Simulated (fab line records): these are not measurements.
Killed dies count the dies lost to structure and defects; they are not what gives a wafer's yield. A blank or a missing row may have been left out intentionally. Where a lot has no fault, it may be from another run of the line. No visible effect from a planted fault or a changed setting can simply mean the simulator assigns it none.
fab line records -- flow n5_finfet
[record] lots = 3, wafers = 9, last_day = 19
route steps=1938 shown BEOL_M4@1099 BEOL_M5@1112 BEOL_M7@1308 PASSIVATION@1936
lots untouched by any fault: they come from a run of this same line in which no faults occurred
start_h: hours from the record's first day to the start of the lot's first wafer shown -- wait_h: hours since the lot's step before -- " same as the row above -- L1.1+2: several wafers, shown together as one row -- - no value, or no start given -- * or withheld: withheld -- < > ~ a bound
route shown NAME@n: NAME is a module with steps in the file, n the number in the route of the first one -- usual: average and standard deviation across the fault-free wafers -- same: alike in all rows -- chamber/n: place in a boat -- sites: readings site by site -- _std_site: their standard deviation -- _edge_site: inner sites' mean taken away from outer sites' mean -- radius_mm: for every site, how far away it sits from the centre of the wafer -- mask NAME#n: copy n -- behind: tool/chamber where the wafer was last shaped -- hold: what put the lot on hold/how long, in hours/how the hold closed -- device: transistor that didn't switch, given as n, p or np -- end of line: at the end of the route, the tests of the same wafers -- a step given without rows: its recipe and nothing more -- killed: dies that structure and defects cost at the first sort, which is not the same as the wafer's yield -- map: dies across one wafer; x = killed, . = not, _ = none there
set.NAME: the setting that was run; set.NAME@STEP: the one run at that earlier step -- model.NAME: the simulator's own value behind a step, which no gauge read
lots at selected steps of the route; one table per step, one row per wafer
services: a tool's chamber out of use, with start hour (start_h, from the record's first day; less than 0 if before it), hours out, and reason
[[steps]]
[step N5_BEOL_M4_ANNEAL_95]
[recipe] temp_c = 400, time_s = 240, ambient = vacuum
[step N5_BEOL_M4_SPUTTER_96]
[recipe] material = Cu, target_thk_a = 45, temp_c = -20, chamber_pressure_pa = 0.07, power_w = withheld, time_s = 8.29
[step N5_BEOL_M4_ECD_50]
[recipe] material = Cu, target_thk_a = 3000
[step N5_BEOL_M4_ANNEAL_51]
[recipe] temp_c = 225, time_s = 90, ambient = N2
[step N5_BEOL_M4_CMP_52]
[recipe] stop_on = SiOC, t_overpolish_s = 6.8, down_force_psi = 1, platen_rpm = 50, clearing_platen_down_force_psi = 1.5, clearing_platen_rpm = 50, post_cmp_clean = cu_alkaline, target_thk_nm = 40, clearing_platen_pad_velocity_m_s = 0.99484, pad_velocity_m_s = 0.99484
[step N5_BEOL_M4_PRE_CLEAN_60]
[recipe] gas = NH3/H2, time_s = 15, temp_c = *, rf_power_w = 300
[step N5_BEOL_M4_CO_CAP_55]
[recipe] material = Co, target_thk_a = 20, temp_c = 200, precursor = CCTBA/H2, pressure_torr = 30, time_s = 102.1
[step N5_BEOL_M4_PRE_CLEAN_56]
[recipe] gas = NH3, time_s = 15, temp_c = withheld, rf_power_w = 300
[step N5_BEOL_M4_DEP_57]
[recipe] material = SiCN, target_thk_a = 80, temp_c = withheld, precursor = 3MS/NH3, pressure_torr = 3, rf_w = 202, time_s = 14
[step N5_BEOL_M4_RC_MEAS_101]
[usual] DIBL_N = 36.5/1.9, DIBL_P = 36.4/2.2, IOFF_N = 0.17/0.034, IOFF_P = 0.21/0.036, ION_N = 678/12, ION_P = 462/7.1, SS_N = 71.7/0.61, SS_P = 73.4/0.71, VT_N = 249/3.5, VT_P = -251/3
lot.wafer,tool,chamber,start_h,wait_h,DIBL_N[mV/V],DIBL_P[mV/V],IOFF_N[nA/um],IOFF_P[nA/um],ION_N[uA/um],ION_P[uA/um],SS_N[mV/dec],SS_P[mV/dec],VT_N[mV],VT_P[mV]
L320.1,prober-01,0,185.69,0.0,37.4,36.8,0.19,0.22,689,459,72.2,74.1,246,-253
L320.4,prober-01,0,185.69,0.0,35.6,35.5,0.15,0.20,672,459,71.5,73.1,252,-252
L320.6,prober-01,0,185.69,0.0,36.9,37.2,0.17,0.23,681,462,71.7,73.8,249,-251
L326.1,prober-01,0,213.55,0.0,36.6,34.7,0.15,0.18,666,451,71.1,72.6,249,-256
L326.3,prober-01,0,213.55,0.0,37.3,36.4,0.16,0.19,679,453,71.2,74.4,251,-253
L326.4,prober-01,0,213.55,0.0,36.8,35.5,0.15,0.19,662,450,71.4,73.6,252,-253
L342.2,prober-01,0,334.01,0.2,38.2,38.9,0.22,0.23,683,458,72.1,74.4,244,-248
L342.3,prober-01,0,334.01,0.2,37.7,37.7,0.19,0.20,680,456,71.4,73.8,246,-250
L342.4,prober-01,0,334.01,0.2,32.8,32.9,0.12,0.15,671,462,70.5,71.9,251,-255
[step N5_BEOL_M5_ILD_DEP_00]
[recipe] material = SiCOH_lowk, target_thk_a = 1406.4, temp_c = 300, precursor = DEMS/porogen, pressure_torr = 5, rf_w = 500, time_s = 25.9
[step N5_BEOL_M5_CURE_79]
[recipe] temp_c = 385, time_s = 240, ambient = He/Ar, material = SiCOH_lowk
[step N5_BEOL_M5_PECVD_70]
[recipe] material = SiO2, target_thk_a = 160, temp_c = 400, precursor = TEOS/O2, pressure_torr = 5.5, rf_w = 450, teos_flow_sccm = 53.8, gas = O2, flow_sccm = 3000, time_s = 18
[step N5_BEOL_M5_HM_DEP_02]
[recipe] material = TiN, target_thk_a = 200, temp_c = 25, chamber_pressure_pa = 0.49996
[step N5_BEOL_M5_COAT_59]
[recipe] resist = SOC, temp_c = 250, time_s = 60, spin_rpm = 1500, resist_thk_nm = 60
[step N5_BEOL_M5_COAT_60]
[recipe] resist = SiARC, temp_c = 220, time_s = 60, spin_rpm = 1500, resist_thk_nm = 12
[step N5_BEOL_M5_COAT_71]
[recipe] resist = underlayer, temp_c = 205, time_s = 60, spin_rpm = 1500, resist_thk_nm = 5
[step N5_BEOL_M5_COAT_05]
[recipe] resist = CAR-EUV, spin_rpm = 1500, resist_thk_nm = 30
[step N5_BEOL_M5_EBR_07]
[recipe] solvent = PGMEA, ebr_width_mm = 1.5
[step N5_BEOL_M5_SOFTBAKE_06]
[recipe] temp_c = 110, time_s = 60, resist = CAR-EUV
[step N5_BEOL_M5_EXPOSE_08]
[recipe] mask_id = M5, na = 0.33, source_shape = annular, sigma_inner = 0.4, sigma_outer = 0.8, polarization = unpolarized, target_cd_nm = 28, dose_mj = 35.75
[step N5_BEOL_M5_PEB_09]
[recipe] peb_temp_c = 100, peb_time_s = 60, resist = CAR-EUV
[step N5_BEOL_M5_DEVELOP_10]
[recipe] develop_time_s = 30, developer = TMAH, resist = CAR-EUV, rinse_liquid = surfactant_rinse, dry = air_spin, dev_temp_c = 23
[step N5_BEOL_M5_DESCUM_16]
[recipe] chemistry = O2, time_s = 7, source_power_w = 50, bias_power_w = 20, pressure_mtorr = 20, rf_frequency_hz = 2.712e+07, temp_c = 40, resist = CAR-EUV, o2_flow_sccm = 225
[step N5_BEOL_M5_ETCH_72]
[recipe] chemistry = N2/H2, target = underlayer, target_depth_a = 65, mask_material = CAR-EUV, time_s = 5.2, ion_energy_ev = 200, pressure_mtorr = 30, source_w = 840, bias_w = 150, n2_flow_sccm = 200, h2_flow_sccm = 200, ends = cleared
[step N5_BEOL_M5_ETCH_61]
[recipe] chemistry = CF4, target = SiARC, target_depth_a = 156, mask_material = CAR-EUV, time_s = 26, ion_energy_ev = 80, pressure_mtorr = 40, source_w = 545, bias_w = 36, Ar_flow_sccm = 100, cf4_flow_sccm = 100, ends = cleared
[step N5_BEOL_M5_ETCH_62]
[recipe] chemistry = N2/H2, target = SOC, target_depth_a = 750, overetch_a = 150, mask_material = SiARC, temp_c = 40, time_s = 112.5, ion_energy_ev = 200, pressure_mtorr = 30, source_w = 840, bias_w = 150, n2_flow_sccm = 200, h2_flow_sccm = 200
[step N5_BEOL_M5_STRIP_63]
[recipe] chemistry = N2/H2, temp_c = 40, n2_flow_sccm = 200, h2_flow_sccm = 200, rf_frequency_hz = 6e+07
[step N5_BEOL_M5_STRIP_73]
[recipe] chemistry = N2/H2, temp_c = 40, n2_flow_sccm = 200, h2_flow_sccm = 200, rf_frequency_hz = 6e+07
[step N5_BEOL_M5_STRIP_64]
[recipe] chemistry = CF4, resist = SiARC, power_w = 300, bias_power_w = 75, pressure_mtorr = 50, cf4_flow_sccm = 150, rf_frequency_hz = 6e+07
[step N5_BEOL_M5_HM_OPEN_17]
[recipe] chemistry = Cl2/BCl3, target_depth_a = 200, overetch_a = 60, target = TiN, mask_material = SOC, ion_energy_ev = 150, pressure_mtorr = 10, icp_w = 1000, bias_w = 126, Cl2_flow_sccm = 53.25, bcl3_flow_sccm = 21.75, Ar_flow_sccm = 25
[step N5_BEOL_M5_STRIP_19]
[recipe] chemistry = O2, power_w = 400, temp_c = 40, pressure_mtorr = 30, rf_frequency_hz = 6e+07, bias_power_w = 0, overash_fraction = 0.2, o2_flow_sccm = 225
[step N5_BEOL_M5_COAT_65]
[recipe] resist = SOC, temp_c = 250, time_s = 60, spin_rpm = 1500, resist_thk_nm = 60
[step N5_BEOL_M5_COAT_66]
[recipe] resist = SiARC, temp_c = 220, time_s = 60, spin_rpm = 1500, resist_thk_nm = 12
[step N5_BEOL_M7_TRENCH_ETCH_37]
[recipe] chemistry = C4F6/O2, target_depth_a = 934.78, target = SiCOH_lowk, time_s = 31.2, ion_energy_ev = 250, pressure_mtorr = 30, source_w = 345, bias_w = 185, Ar_flow_sccm = 300, C4F6_flow_sccm = 10, O2_flow_sccm = 10
[usual] drypump_motor_current_A = 5.6/0.42, oes_o_777_au = 0.78/0.075, oes_product_au = 0.78/0.082, rf_vpp_V = 666/13, showerhead_plenum_p_Torr = 2.83/0.074, throttle_valve_pct = 20.92/0.26
lot.wafer,tool,chamber,start_h,wait_h,drypump_motor_current_A,oes_o_777_au,oes_product_au,rf_hours_counter_h,rf_vpp_V,showerhead_plenum_p_Torr,throttle_valve_pct,model.etch.depth_nm,model.BEOL_M7.feature_depth_nm,model.TiN_of_BEOL_M7_HM_DEP_02.thk_nm
L320.1,rie_diel-02,3,216.69,-,5.6,0.95,0.95,7,656,2.77,20.59,96.43,96.4,17
L320.4,rie_diel-02,3,216.69,-,5.6,0.95,0.95,-,658,2.77,20.60,96.3,96.2,16.8
L320.6,rie_diel-02,1,216.69,-,5.6,0.82,0.83,-,647,2.76,20.88,90.93,91,17.4
L326.1,rie_diel-06,1,239.69,-,6.5,0.67,0.67,241,676,2.78,20.88,93.1,93,17.6
L326.3,rie_diel-06,2,239.69,-,5.6,0.75,0.73,191,665,2.97,21.10,91.83,91.8,17
L326.4,rie_diel-06,3,239.69,-,5.7,0.72,0.70,198,664,2.93,21.01,90.11,90.2,17.2
L342.2,rie_diel-06,1,365.04,-,6.5,0.90,1.27,14,673,2.77,20.67,155,155,15.8
L342.3,rie_diel-06,0,365.04,-,5.2,0.71,0.75,164,684,2.75,21.33,93.22,93.2,17.8
L342.4,rie_diel-06,2,365.04,-,5.7,0.71,0.70,231,663,2.95,21.16,92.73,92.8,17.6
[step N5_BEOL_M7_OCD_MEAS_38]
[usual] trench_depth_nm = 93.2/1.9
lot.wafer,tool,chamber,start_h,wait_h,trench_depth_nm
L320.1,ocd-01,-,216.84,-,96.9
L320.4,ocd-01,-,216.84,-,95.8
L320.6,ocd-01,-,216.84,-,91.2
L326.1,ocd-02,-,239.85,-,93.3
L326.3,ocd-02,-,239.85,-,91.6
L326.4,ocd-02,-,239.85,-,90.3
L342.2,ocd-01,-,365.20,-,155.3
L342.3,ocd-01,-,365.20,-,93.0
L342.4,ocd-01,-,365.20,-,93.1
[step N5_BEOL_M7_CMP_52]
[recipe] stop_on = SiCOH_lowk, t_overpolish_s = 6.9, down_force_psi = 1, platen_rpm = 50, clearing_platen_down_force_psi = 1.5, clearing_platen_rpm = 50, post_cmp_clean = cu_alkaline, target_thk_nm = 80, clearing_platen_pad_velocity_m_s = 0.99484, pad_velocity_m_s = 0.99484
[usual] motor_current_A = 5.8/0.42
lot.wafer,tool,chamber,start_h,wait_h,motor_current_A,model.Cu_of_BEOL_M7_ECD_50.thk_nm
L320.1,cmp-04,3,218.55,0.3,6.4,83.6
L320.4,cmp-04,0,218.55,0.3,5.9,84.8
L320.6,cmp-04,3,218.55,0.3,6.4,77.2
L326.3,cmp-04,2,242.56,0.2,5.1,80.6
L326.1,cmp-04,0,242.56,0.2,5.8,82.2
L326.4,cmp-04,1,242.56,0.2,5.5,78.8
L342.4,cmp-04,1,370.92,0.1,5.6,79.8
L342.2,cmp-04,2,370.92,0.1,5.3,142.4
L342.3,cmp-04,3,370.92,0.1,6.5,80
[step N5_BEOL_M7_THK_MEAS_53]
[recipe] thk_meas_gauge = xrf, reads = Cu_of_BEOL_M7_ECD_50
[usual] M7_THK = 81.7/2.1
lot.wafer,tool,chamber,start_h,wait_h,M7_THK[nm]
L320.1,film_metro-02,-,218.84,-,85.4
L320.4,film_metro-02,-,218.84,-,86.2
L320.6,film_metro-02,-,218.84,-,78.8
L326.1,film_metro-02,-,242.86,-,83.2
L326.3,film_metro-02,-,242.86,-,82.1
L326.4,film_metro-02,-,242.86,-,80.0
L342.2,film_metro-01,-,371.22,-,145.3
L342.3,film_metro-01,-,371.22,-,82.2
L342.4,film_metro-01,-,371.22,-,81.6
[step N5_BEOL_M7_RS_MEAS_57]
[recipe] thk_meas_gauge = four-point-probe, reads = Cu_of_BEOL_M7_ECD_50+Co_of_BEOL_M7_CVD_78+TaN_of_BEOL_M7_ALD_77
[usual] M7_RS = 0.286/0.009
lot.wafer,tool,chamber,start_h,wait_h,M7_RS[ohm/sq]
L320.1,film_metro-02,-,218.97,0.1,0.271
L320.4,film_metro-02,-,218.97,0.1,0.267
L320.6,film_metro-02,-,218.97,0.1,0.298
L326.1,film_metro-02,-,242.99,0.1,0.278
L326.3,film_metro-02,-,242.99,0.1,0.283
L326.4,film_metro-02,-,242.99,0.1,0.292
L342.2,film_metro-01,-,371.35,0.1,0.149
L342.3,film_metro-01,-,371.35,0.1,0.286
L342.4,film_metro-01,-,371.35,0.1,0.287
[step N5_PASSIVATION_PROBE_49]
[usual] defect_limited_yield = 91.0/1.5, killed_at_M0_to_M3 = 35/11, killed_at_M4_up = 13/5, killed_at_contacts = 12/5.9, killed_at_front_end = 42/13, killed_at_other = 3/3.2, killed_dies = 106/18, killed_on_rim = 14/4.2, killed_open = 69/13, killed_short = 35/8.9, sort_bin_5_function = 5.2/0.95, sort_bin_6_memory = 3.3/0.71, sort_n_pass = 1074/18, sort_yield_pct = 91.0/1.5
[same] gross_dies = 1180, killed_at_back_side = 0, sort_bin_4_leakage[%] = 0, sort_bin_8_speed[%] = 0
lot.wafer,tool,chamber,start_h,wait_h,defect_limited_yield[%],killed_at_M0_to_M3,killed_at_M4_up,killed_at_contacts,killed_at_front_end,killed_at_other,killed_dies,killed_on_rim,killed_open,killed_short,sort_bin_5_function[%],sort_bin_6_memory[%],sort_n_pass,sort_yield_pct[%]
L326.1,prober-02,-,320.04,0.0,90.6,48,8,10,38,7,111,20,74,33,4.5,4.3,1069,90.6
L326.3,prober-02,-,320.14,0.1,91.5,45,7,18,26,4,100,11,65,33,4.8,3.3,1080,91.5
L326.4,prober-02,-,320.19,0.2,90.6,42,6,21,34,8,111,17,69,40,5.5,3.4,1069,90.6
L342.2,prober-02,-,444.96,0.1,6.4,34,1027,13,30,1,1105,140,56,29,4.7,2.4,75,6.4
// killed by level:class
L326.1 BEOL_M2:geometric_particle:open=15 BEOL_M0_SAQP:geometric_particle:open=11 BEOL_M3:geometric_particle:open=10 MOL_CONTACT_COAG:geometric_particle:open=8 GATE_CUT:geometric_particle:short=7 BEOL_M0_SAQP:geometric_particle:short=7 STI_FIN_REVEAL:geometric_particle:open=6 FIN_SAQP:geometric_particle:open=3
L326.3 MOL_CONTACT_COAG:geometric_particle:open=14 BEOL_M0_SAQP:geometric_particle:open=11 BEOL_M2:geometric_particle:open=11 BEOL_M0_SAQP:geometric_particle:short=9 GATE_CUT:geometric_particle:open=7 GATE_CUT:geometric_particle:short=5 MOL_CONTACT_COAG:geometric_particle:short=4 BEOL_M2:geometric_particle:short=4
L326.4 MOL_CONTACT_COAG:geometric_particle:open=18 BEOL_M2:geometric_particle:open=12 BEOL_M3:geometric_particle:open=9 GATE_CUT:geometric_particle:short=8 FIN_SAQP:geometric_particle:open=6 BEOL_M0_SAQP:geometric_particle:short=6 FIN_SAQP:geometric_particle:short=5 GATE_CUT:geometric_particle:open=4
L342.2 BEOL_M7:area_etch=1020 MOL_CONTACT_COAG:geometric_particle:open=10 BEOL_M0_SAQP:geometric_particle:open=9 BEOL_M1:geometric_particle:open=9 FIN_SAQP:geometric_particle:short=6 STI_FIN_REVEAL:geometric_particle:open=6 BEOL_M0_SAQP:geometric_particle:short=6 GATE_CUT:geometric_particle:short=5
// map L342.2 (x killed, . not)
_________________xxxxxxxxxx.x________________
______________xxxxxxxxxxxxxxxxxx_____________
___________x.xxxxxx.xxxx.xxxxxxxx.x__________
__________xxx.xxxxxxxxxxxxxxxxxxxxxx_________
________.xxxxxxxxxxxxxxx.xx.xxxxxxxxxx_______
_______xxxxxxxxxxxxxxxxxxxxxxxxxx.xxx.x______
______xxxxxxxxxxxxxxxxxxxxxxxxxxxxxxxxxx_____
_____xxxxxxxxxx.xxxxxx.xxxxxxxxxxxxxxxxxx____
____.xxxxxxx.xxxxxxxxxxxxxxxxxxxxxx.xxxxxx___
___xxxxxxxxxxxxxxxxxxxxxxxxxxxxxxxxxxxxx.xx__
___xxxxxxxxxxxxx.xxxxxxxxx.xxxxxxxxxxxxxx.x__
__xxxxxxxxxx.xxxxxxxxxxxxxxxx.xxxxxxxxxxxx.x_
__xxxxxxx.xx..xxxxxxxxxxxxxxxxxxxx.xxxxxxxxx_
_xxxxxxxxxxx.x.xxxxxxxxx.xxxxxxxxxxxxxxxxxxxx
_xxxxxxxxxxxxxxxxxxxxxxxxxxxxxxxxxxxxxxxxxxxx
_xx.xxxxxxxxx.xxxxxxxxxxxxxxxxxx.x.xxxxxxxx.x
_xxxxx.xxx.xxxxxxxxxxxxxxxxxxxxxxxxxxxxxxxxxx
_xxxxxxxx.xxxxxxxxxxxxxxxxxxxxxxxxxxxxxxx..xx
_xxxxxxxxxxxxxxxxxxxxxxxxxxxxxxx.xxxxxxxxxxxx
_xxxxxxxxxxxxxxxxxxxxxxxxxxxxxxxxxxxxxxxxxxxx
_xx.xxxxxx.xxxxxxxxxxxxxxxxxxxxxxxxxxxxxxxxxx
__xxxx.xxxxxxxxxxxxxxxx.xxxxxxxxxxxxxxx.xxxx_
__xxxxxxxxxxxxxxxxxxxxxxxxxxxxxx.xxx.xxxxxxx_
___xxxxxxxxxxxxxxxxxxxx.xxxxxxxxxxxxxxxxxxx__
___x.xxxxxxxxxxxxxxxxxxxxxxxxxxxxxxxxxxx..x__
____.xxxxxxxxxxxxxxx.xxxxxxxxxxx.xxxxxxxxx___
_____xxxxxx.xxxxxxxx.xxxxxxxxxxxxxxxxxxxx____
______xxxxxxxxx.x.xxxxxxxxxxxxxxxxxxxxxx_____
_______xx.xxxxxxxxxxxx..x.xxxx...xxxxxx______
________.xxxxxxxxx.xxxxxxxxxx.xx.xx.xx_______
__________xxxxxxxxxxx.xxxxxxxxxxxxxx_________
___________xxxxxxx.xxxx.xx.xxxxxxxx__________
______________xxxxxxxxxxxxxxxxxx_____________
_________________xxxxxxxxxxxx________________
// map L326.1 (x killed, . not)
_________________x.x.......xx________________
______________.................._____________
___________.x........x..........x..__________
__________x....x...................._________
________.x.........x.......x.........._______
_______................................______
______.............x.........x......x.x._____
_____....x.......x.......................____
____...x...................x..............___
___...........x......................x...xx__
___.......x....x...........................__
__.......x....x..x............x..xx.x......._
__............xx..x.......x................x_
_.........x..xx..........x..x........x.......
_..........x...x....x........................
_............................................
_x..............x........x...x...x...........
_..........x...........................x.....
_..........x...x............x................
_..xx............x........xx......x..........
_........x..............x......x.............
__....x.............x.........x..x..x.x.x..._
__....x..x...x.x..x..xx.......x............._
___.x....x..............x................x.__
___...x.x...................x..............__
____.....................x.x.......xx...x.___
_____..........................x.....x...____
______.x......x....x...................._____
_______.........x.....x................______
________x..........x..........x....x.x_______
__________..x..................x...._________
___________........................__________
______________....x..x.........x_____________
_________________.......x....________________
[[services]]
tool,chamber,start_h,hours,kind
rie_diel-02,3,205.74,6.4,repair
rie_diel-02,0,207.35,34.2,repair
cmp-04,-,250.04,4.0,pm
cmp-04,-,254.04,-,consumable_replace:conditioner
cmp-04,-,254.04,-,consumable_replace:pad
rie_diel-02,-,257.56,0.3,repair
cmp-04,-,268.18,0.3,repair
rie_diel-02,0,271.01,5.8,repair
rie_diel-06,1,271.31,-,clean
rie_diel-06,1,271.31,-,consumable_replace:focus_ring
rie_diel-06,1,271.31,32.9,scheduled_down
rie_diel-06,1,271.31,32.9,vent_cycle
rie_diel-06,-,295.07,0.1,repair
rie_diel-02,1,328.63,4.6,repair
cmp-04,-,330.66,0.8,repair
rie_diel-02,0,358.37,6.8,repair
cmp-04,-,358.70,1.1,repair
rie_diel-02,-,370.37,2.8,pm
[[key]]
[first_sign] step = N5_BEOL_M7_TRENCH_ETCH_37, reading = oes_product_au, direction = up, sigmas = 6.1, usual = 0.78, struck = 1.27
[effect] step = N5_BEOL_M7_OCD_MEAS_38, reading = trench_depth_nm, direction = up, sigmas = 33, usual = 93.2, struck = 155.3
[effect] step = N5_BEOL_M7_THK_MEAS_53, reading = M7_THK, direction = up, sigmas = 30, usual = 81.7, struck = 145.3
[effect] step = N5_BEOL_M7_RS_MEAS_57, reading = M7_RS, direction = down, sigmas = 15, usual = 0.286, struck = 0.149
[effect] step = N5_PASSIVATION_PROBE_49, reading = killed_at_M4_up, direction = up, sigmas = 99+, usual = 13, struck = 1027
[model_effect] step = N5_BEOL_M7_TRENCH_ETCH_37, value = etch.depth_nm, without = 96.31, struck = 155
[model_effect] step = N5_BEOL_M7_CMP_52, value = Cu_of_BEOL_M7_ECD_50.thk_nm, without = 83.6, struck = 142.4
[more_kills_born_at] N5_BEOL_M7_TRENCH_ETCH_37@rie_diel-06 = 1020
met_at N5_BEOL_M7_TRENCH_ETCH_37
struck_wafers L342.2
later_rows_left_out L342.2
onset_between 239.69 365.04
[fault] kind = process_parameter_drift, tool = rie_diel-06, chamber = -, onset_h = 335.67, steps = N5_BEOL_M7_TRENCH_ETCH_37, channel = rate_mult, offset = 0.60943, shape = step, end_h = 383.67, scope = struck_wafers_only
// later_rows_left_out: the simulator's readings of these wafers behind a module that went badly wrong aren't trusted and aren't shown, but for the sort
